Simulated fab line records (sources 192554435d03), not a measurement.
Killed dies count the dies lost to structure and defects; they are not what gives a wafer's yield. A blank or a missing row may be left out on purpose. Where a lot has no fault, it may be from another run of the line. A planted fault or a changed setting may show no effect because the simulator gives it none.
Matching of chambers :: flow n5 finfet :: N5_BEOL_M8_ETCH_65 on rie diel-05: 4 sister chambers
The step etches SiARC in CF4, target depth 15.6 nm, time 26 s. 18 wafers are shown with their chamber, then 9 later ones without.

EACH WAFER AND ITS CHAMBER
wafer: L075.1
chamber: 2
drypump motor current A (A): 6.6
showerhead plenum p Torr (Torr): 2.09
throttle valve pct (%): 15.70

wafer: L075.2
chamber: 1
drypump motor current A (A): 5.9
showerhead plenum p Torr (Torr): 2.07
throttle valve pct (%): 15.50

wafer: L075.6
chamber: 0
drypump motor current A (A): 5.6
showerhead plenum p Torr (Torr): 2.19
throttle valve pct (%): 15.61

wafer: L079.1
chamber: 2
drypump motor current A (A): 6.6
showerhead plenum p Torr (Torr): 2.09
throttle valve pct (%): 15.72

wafer: L079.3
chamber: 0
drypump motor current A (A): 5.7
showerhead plenum p Torr (Torr): 2.18
throttle valve pct (%): 15.62

wafer: L079.4
chamber: 1
drypump motor current A (A): 5.9
showerhead plenum p Torr (Torr): 2.07
throttle valve pct (%): 15.56

wafer: L082.1
chamber: 3
drypump motor current A (A): 5.4
showerhead plenum p Torr (Torr): 2.22
throttle valve pct (%): 16.03

wafer: L082.3
chamber: 2
drypump motor current A (A): 6.6
showerhead plenum p Torr (Torr): 2.08
throttle valve pct (%): 15.75

wafer: L082.4
chamber: 0
drypump motor current A (A): 5.7
showerhead plenum p Torr (Torr): 2.18
throttle valve pct (%): 15.65

wafer: L086.1
chamber: 3
drypump motor current A (A): 5.4
showerhead plenum p Torr (Torr): 2.22
throttle valve pct (%): 16.03

wafer: L086.2
chamber: 1
drypump motor current A (A): 5.9
showerhead plenum p Torr (Torr): 2.07
throttle valve pct (%): 15.58

wafer: L086.3
chamber: 2
drypump motor current A (A): 6.6
showerhead plenum p Torr (Torr): 2.08
throttle valve pct (%): 15.75

wafer: L088.1
chamber: 0
drypump motor current A (A): 5.7
showerhead plenum p Torr (Torr): 2.18
throttle valve pct (%): 15.69

wafer: L088.4
chamber: 1
drypump motor current A (A): 5.9
showerhead plenum p Torr (Torr): 2.06
throttle valve pct (%): 15.57

wafer: L088.5
chamber: 0
drypump motor current A (A): 5.7
showerhead plenum p Torr (Torr): 2.18
throttle valve pct (%): 15.66

wafer: L090.2
chamber: 1
drypump motor current A (A): 5.9
showerhead plenum p Torr (Torr): 2.06
throttle valve pct (%): 15.60

wafer: L090.3
chamber: 2
drypump motor current A (A): 6.6
showerhead plenum p Torr (Torr): 2.08
throttle valve pct (%): 15.79

wafer: L090.6
chamber: 0
drypump motor current A (A): 5.6
showerhead plenum p Torr (Torr): 2.17
throttle valve pct (%): 15.68

SIGNATURES, as means of the wafers listed above
reading: drypump motor current A
chamber 0: 5.667
chamber 1: 5.900
chamber 2: 6.600
chamber 3: 5.400
scatter within a chamber: 0.0309

reading: showerhead plenum p Torr
chamber 0: 2.1800
chamber 1: 2.0660
chamber 2: 2.0840
chamber 3: 2.2200
scatter within a chamber: 0.00561

reading: throttle valve pct
chamber 0: 15.6517
chamber 1: 15.5620
chamber 2: 15.7420
chamber 3: 16.0300
scatter within a chamber: 0.0332
Rule: for each reading, subtract the chamber's mean from the wafer's reading, divide by that reading's scatter and square the result; add these up over the readings and take the root, which gives the wafer's distance from the chamber. If the next closest chamber is less than 2 further off than the closest, the wafer can't be placed; otherwise it belongs to the closest. How the scatter is found: for the shown wafers, subtract from each reading the mean of its chamber, square and add these, divide the total by (wafers less chambers), then take the root.

WAFERS WITHOUT THEIR CHAMBER
wafer: L091.4
drypump motor current A (A): 6.6
showerhead plenum p Torr (Torr): 2.08
throttle valve pct (%): 15.78

wafer: L091.5
drypump motor current A (A): 5.9
showerhead plenum p Torr (Torr): 2.06
throttle valve pct (%): 15.59

wafer: L091.6
drypump motor current A (A): 5.4
showerhead plenum p Torr (Torr): 2.22
throttle valve pct (%): 15.54

wafer: L095.1
drypump motor current A (A): 5.4
showerhead plenum p Torr (Torr): 2.21
throttle valve pct (%): 15.56

wafer: L095.2
drypump motor current A (A): 6.6
showerhead plenum p Torr (Torr): 2.07
throttle valve pct (%): 15.81

wafer: L095.4
drypump motor current A (A): 5.7
showerhead plenum p Torr (Torr): 2.17
throttle valve pct (%): 15.19

wafer: L096.2
drypump motor current A (A): 5.4
showerhead plenum p Torr (Torr): 2.21
throttle valve pct (%): 15.57

wafer: L096.5
drypump motor current A (A): 5.9
showerhead plenum p Torr (Torr): 2.06
throttle valve pct (%): 15.62

wafer: L096.6
drypump motor current A (A): 5.7
showerhead plenum p Torr (Torr): 2.17
throttle valve pct (%): 15.21

THE CHAMBER EACH PASSED THROUGH
wafer: L091.4
from the rows above: 2
in truth: 2

wafer: L091.5
from the rows above: 1
in truth: 1

wafer: L091.6
from the rows above: 0
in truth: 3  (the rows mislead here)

wafer: L095.1
from the rows above: 0
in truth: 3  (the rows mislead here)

wafer: L095.2
from the rows above: 2
in truth: 2

wafer: L095.4
from the rows above: 0
in truth: 0

wafer: L096.2
from the rows above: 0
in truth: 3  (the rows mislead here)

wafer: L096.5
from the rows above: 1
in truth: 1

wafer: L096.6
from the rows above: 0
in truth: 0
6 of 9 placed correctly. Number that these rows cannot place: 0. Number placed wrongly: 3.
